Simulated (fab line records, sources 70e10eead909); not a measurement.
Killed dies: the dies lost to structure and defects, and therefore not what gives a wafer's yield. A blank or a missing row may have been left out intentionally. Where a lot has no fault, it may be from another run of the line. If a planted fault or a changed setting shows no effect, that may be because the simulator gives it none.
Matching of chambers | flow nand-harc | NHARC_P_M2_CMP_23 on cmp-03 has 4 sister chambers
The step polishes, t overpolish 20 s, target thk 144.3 nm. 16 wafers are shown with their chamber, then 8 later ones without.

WAFERS, EACH WITH ITS CHAMBER
wafer  | chamber | motor-current-A (A) | time-to-endpoint-s (s) | slurry-filter-dp-kPa (kPa)
L075.1 | 1       | 11.7                | 28.7                   | 13.42
L075.3 | 0       | 12.3                | 30.5                   | 13.36
L075.5 | 1       | 11.5                | 28.1                   | 13.57
L080.1 | 2       | 15.4                | 27.5                   | 13.56
L080.2 | 1       | 11.6                | 30.2                   | 13.56
L080.6 | 0       | 13.1                | 30.1                   | 13.57
L081.1 | 2       | 14.4                | 32.9                   | 13.63
L081.3 | 3       | 11.4                | 32.3                   | 13.52
L081.5 | 0       | 12.0                | 30.2                   | 13.55
L082.1 | 3       | 10.8                | 32.5                   | 13.37
L082.2 | 0       | 13.1                | 28.6                   | 13.57
L082.3 | 2       | 15.8                | 29.9                   | 13.66
L084.2 | 2       | 14.9                | 32.2                   | 13.33
L084.3 | 1       | 11.2                | 29.0                   | 13.61
L084.6 | 2       | 14.7                | 31.4                   | 13.64
L085.1 | 1       | 11.6                | 28.3                   | 13.57

SIGNATURES, as means of the wafers listed above
reading              | chamber 0 | chamber 1 | chamber 2 | chamber 3 | scatter within a chamber
motor-current-A      | 12.625    | 11.520    | 15.040    | 11.100    | 0.459
time-to-endpoint-s   | 29.850    | 28.860    | 30.780    | 32.400    | 1.39
slurry-filter-dp-kPa | 13.5125   | 13.5460   | 13.5640   | 13.4450   | 0.107
Rule: a wafer's distance from a chamber is the root of the sum, over the readings, of the square of ((its reading less the chamber's mean) divided by the reading's scatter). The wafer belongs to the nearest chamber; if the next one is less than 2 further off, it can't be placed. How the scatter is found: for the shown wafers, subtract from each reading the mean of its chamber, square and add these, divide the total by (wafers less chambers), then take the root.

WAFERS WITHOUT THEIR CHAMBER
wafer  | motor-current-A (A) | time-to-endpoint-s (s) | slurry-filter-dp-kPa (kPa)
L085.4 | 15.0                | 30.2                   | 13.56
L085.5 | 10.3                | 32.2                   | 13.37
L090.1 | 11.2                | 27.4                   | 13.44
L090.3 | 12.7                | 26.4                   | 13.54
L090.6 | 11.0                | 28.0                   | 13.33
L091.2 | 12.4                | 28.8                   | 13.74
L091.3 | 14.5                | 31.1                   | 13.65
L091.4 | 11.0                | 30.2                   | 13.38

WHICH CHAMBER EACH ONE RAN IN
wafer  | from the rows above          | in truth
L085.4 | 2                            | 2
L085.5 | 3                            | 3
L090.1 | can't be placed: 1 or 3      | 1
L090.3 | can't be placed: 0 or 1      | 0
L090.6 | can't be placed: 1 or 3 or 0 | 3
L091.2 | can't be placed: 0 or 1      | 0
L091.3 | 2                            | 2
L091.4 | can't be placed: 3 or 1      | 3
Placed correctly: 3 of 8. Unplaceable from these rows: 5, with the true chamber sitting among the candidates in 5. Wrongly placed: 0.
